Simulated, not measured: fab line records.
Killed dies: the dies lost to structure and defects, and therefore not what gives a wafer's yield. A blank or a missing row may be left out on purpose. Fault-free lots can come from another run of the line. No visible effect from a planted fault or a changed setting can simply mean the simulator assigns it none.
Chamber matching / flow n5-finfet / 4 sister chambers for N5_BEOL_M15_DESCUM_15 on rie-diel-02
The step chemistry O2, time 7.9 s. 30 wafers are shown with their chamber, then 12 later ones without.

WAFERS WITH THEIR CHAMBER
wafer=L076.3; chamber=1; drypump-motor-current-A (A)=5.7; throttle-valve-pct (%)=20.28; showerhead-plenum-p-Torr (Torr)=2.01
wafer=L076.4; chamber=2; drypump-motor-current-A (A)=6.4; throttle-valve-pct (%)=20.79; showerhead-plenum-p-Torr (Torr)=2.11
wafer=L076.6; chamber=0; drypump-motor-current-A (A)=5.4; throttle-valve-pct (%)=20.13; showerhead-plenum-p-Torr (Torr)=2.06
wafer=L075.1; chamber=0; drypump-motor-current-A (A)=5.4; throttle-valve-pct (%)=20.12; showerhead-plenum-p-Torr (Torr)=2.06
wafer=L075.5; chamber=0; drypump-motor-current-A (A)=5.4; throttle-valve-pct (%)=20.10; showerhead-plenum-p-Torr (Torr)=2.06
wafer=L075.6; chamber=1; drypump-motor-current-A (A)=5.7; throttle-valve-pct (%)=20.32; showerhead-plenum-p-Torr (Torr)=2.01
wafer=L079.1; chamber=2; drypump-motor-current-A (A)=6.4; throttle-valve-pct (%)=20.81; showerhead-plenum-p-Torr (Torr)=2.11
wafer=L079.2; chamber=3; drypump-motor-current-A (A)=5.4; throttle-valve-pct (%)=20.70; showerhead-plenum-p-Torr (Torr)=2.08
wafer=L079.3; chamber=1; drypump-motor-current-A (A)=5.7; throttle-valve-pct (%)=20.32; showerhead-plenum-p-Torr (Torr)=2.01
wafer=L079.4; chamber=0; drypump-motor-current-A (A)=5.4; throttle-valve-pct (%)=20.13; showerhead-plenum-p-Torr (Torr)=2.06
wafer=L079.5; chamber=3; drypump-motor-current-A (A)=5.4; throttle-valve-pct (%)=20.69; showerhead-plenum-p-Torr (Torr)=2.08
wafer=L079.6; chamber=0; drypump-motor-current-A (A)=5.4; throttle-valve-pct (%)=20.14; showerhead-plenum-p-Torr (Torr)=2.06
wafer=L088.2; chamber=3; drypump-motor-current-A (A)=5.4; throttle-valve-pct (%)=20.72; showerhead-plenum-p-Torr (Torr)=2.07
wafer=L088.4; chamber=1; drypump-motor-current-A (A)=5.7; throttle-valve-pct (%)=20.34; showerhead-plenum-p-Torr (Torr)=2.01
wafer=L088.6; chamber=0; drypump-motor-current-A (A)=5.4; throttle-valve-pct (%)=20.15; showerhead-plenum-p-Torr (Torr)=2.06
wafer=L087.1; chamber=1; drypump-motor-current-A (A)=5.7; throttle-valve-pct (%)=20.35; showerhead-plenum-p-Torr (Torr)=2.01
wafer=L087.2; chamber=3; drypump-motor-current-A (A)=5.4; throttle-valve-pct (%)=20.71; showerhead-plenum-p-Torr (Torr)=2.07
wafer=L087.3; chamber=0; drypump-motor-current-A (A)=5.4; throttle-valve-pct (%)=20.16; showerhead-plenum-p-Torr (Torr)=2.06
wafer=L087.4; chamber=2; drypump-motor-current-A (A)=6.4; throttle-valve-pct (%)=20.82; showerhead-plenum-p-Torr (Torr)=2.10
wafer=L087.5; chamber=1; drypump-motor-current-A (A)=5.7; throttle-valve-pct (%)=20.35; showerhead-plenum-p-Torr (Torr)=2.01
wafer=L087.6; chamber=0; drypump-motor-current-A (A)=5.4; throttle-valve-pct (%)=20.16; showerhead-plenum-p-Torr (Torr)=2.06
wafer=L092.3; chamber=1; drypump-motor-current-A (A)=5.7; throttle-valve-pct (%)=20.35; showerhead-plenum-p-Torr (Torr)=2.00
wafer=L092.4; chamber=3; drypump-motor-current-A (A)=5.4; throttle-valve-pct (%)=20.69; showerhead-plenum-p-Torr (Torr)=2.07
wafer=L092.5; chamber=1; drypump-motor-current-A (A)=5.7; throttle-valve-pct (%)=20.34; showerhead-plenum-p-Torr (Torr)=2.00
wafer=L089.2; chamber=2; drypump-motor-current-A (A)=6.4; throttle-valve-pct (%)=20.82; showerhead-plenum-p-Torr (Torr)=2.10
wafer=L089.4; chamber=0; drypump-motor-current-A (A)=5.4; throttle-valve-pct (%)=20.16; showerhead-plenum-p-Torr (Torr)=2.05
wafer=L089.6; chamber=3; drypump-motor-current-A (A)=5.4; throttle-valve-pct (%)=20.74; showerhead-plenum-p-Torr (Torr)=2.07
wafer=L091.1; chamber=2; drypump-motor-current-A (A)=6.4; throttle-valve-pct (%)=20.85; showerhead-plenum-p-Torr (Torr)=2.10
wafer=L091.2; chamber=1; drypump-motor-current-A (A)=5.7; throttle-valve-pct (%)=20.34; showerhead-plenum-p-Torr (Torr)=2.00
wafer=L091.6; chamber=2; drypump-motor-current-A (A)=6.5; throttle-valve-pct (%)=20.85; showerhead-plenum-p-Torr (Torr)=2.10

SIGNATURES (averages over the wafers above)
reading=drypump-motor-current-A; chamber 0=5.400; chamber 1=5.700; chamber 2=6.417; chamber 3=5.400; scatter within a chamber=0.0179
reading=throttle-valve-pct; chamber 0=20.1389; chamber 1=20.3322; chamber 2=20.8233; chamber 3=20.7083; scatter within a chamber=0.0217
reading=showerhead-plenum-p-Torr; chamber 0=2.0589; chamber 1=2.0067; chamber 2=2.1033; chamber 3=2.0733; scatter within a chamber=0.00462
Rule: a wafer's distance from a chamber is the root of the sum, over the readings, of the square of ((its reading less the chamber's mean) divided by the reading's scatter). The wafer belongs to the nearest chamber; if the next one is less than 2 further off, it can't be placed. The scatter: take each reading less its chamber's mean, square it, sum over the shown wafers, divide by the number of wafers less the number of chambers, and take the root.

WAFERS WHOSE CHAMBER IS MISSING
wafer=L093.2; drypump-motor-current-A (A)=5.4; throttle-valve-pct (%)=20.19; showerhead-plenum-p-Torr (Torr)=2.05
wafer=L093.4; drypump-motor-current-A (A)=5.7; throttle-valve-pct (%)=20.36; showerhead-plenum-p-Torr (Torr)=2.00
wafer=L093.5; drypump-motor-current-A (A)=5.4; throttle-valve-pct (%)=20.74; showerhead-plenum-p-Torr (Torr)=2.07
wafer=L094.1; drypump-motor-current-A (A)=5.7; throttle-valve-pct (%)=20.33; showerhead-plenum-p-Torr (Torr)=2.00
wafer=L094.2; drypump-motor-current-A (A)=6.5; throttle-valve-pct (%)=20.84; showerhead-plenum-p-Torr (Torr)=2.10
wafer=L094.4; drypump-motor-current-A (A)=6.4; throttle-valve-pct (%)=20.85; showerhead-plenum-p-Torr (Torr)=2.10
wafer=L097.1; drypump-motor-current-A (A)=5.7; throttle-valve-pct (%)=20.35; showerhead-plenum-p-Torr (Torr)=2.00
wafer=L097.2; drypump-motor-current-A (A)=5.4; throttle-valve-pct (%)=20.73; showerhead-plenum-p-Torr (Torr)=2.07
wafer=L097.3; drypump-motor-current-A (A)=6.4; throttle-valve-pct (%)=20.86; showerhead-plenum-p-Torr (Torr)=2.10
wafer=L097.4; drypump-motor-current-A (A)=6.4; throttle-valve-pct (%)=20.86; showerhead-plenum-p-Torr (Torr)=2.10
wafer=L097.5; drypump-motor-current-A (A)=5.7; throttle-valve-pct (%)=20.36; showerhead-plenum-p-Torr (Torr)=2.00
wafer=L097.6; drypump-motor-current-A (A)=5.4; throttle-valve-pct (%)=20.75; showerhead-plenum-p-Torr (Torr)=2.07

CHAMBER TAKEN BY EACH
wafer=L093.2; from the rows above=0; in truth=0
wafer=L093.4; from the rows above=1; in truth=1
wafer=L093.5; from the rows above=3; in truth=3
wafer=L094.1; from the rows above=1; in truth=1
wafer=L094.2; from the rows above=2; in truth=2
wafer=L094.4; from the rows above=2; in truth=2
wafer=L097.1; from the rows above=1; in truth=1
wafer=L097.2; from the rows above=3; in truth=3
wafer=L097.3; from the rows above=2; in truth=2
wafer=L097.4; from the rows above=2; in truth=2
wafer=L097.5; from the rows above=1; in truth=1
wafer=L097.6; from the rows above=3; in truth=3
Placed correctly: 12 of 12. Not placeable from these rows: 0. Placed wrongly: 0.
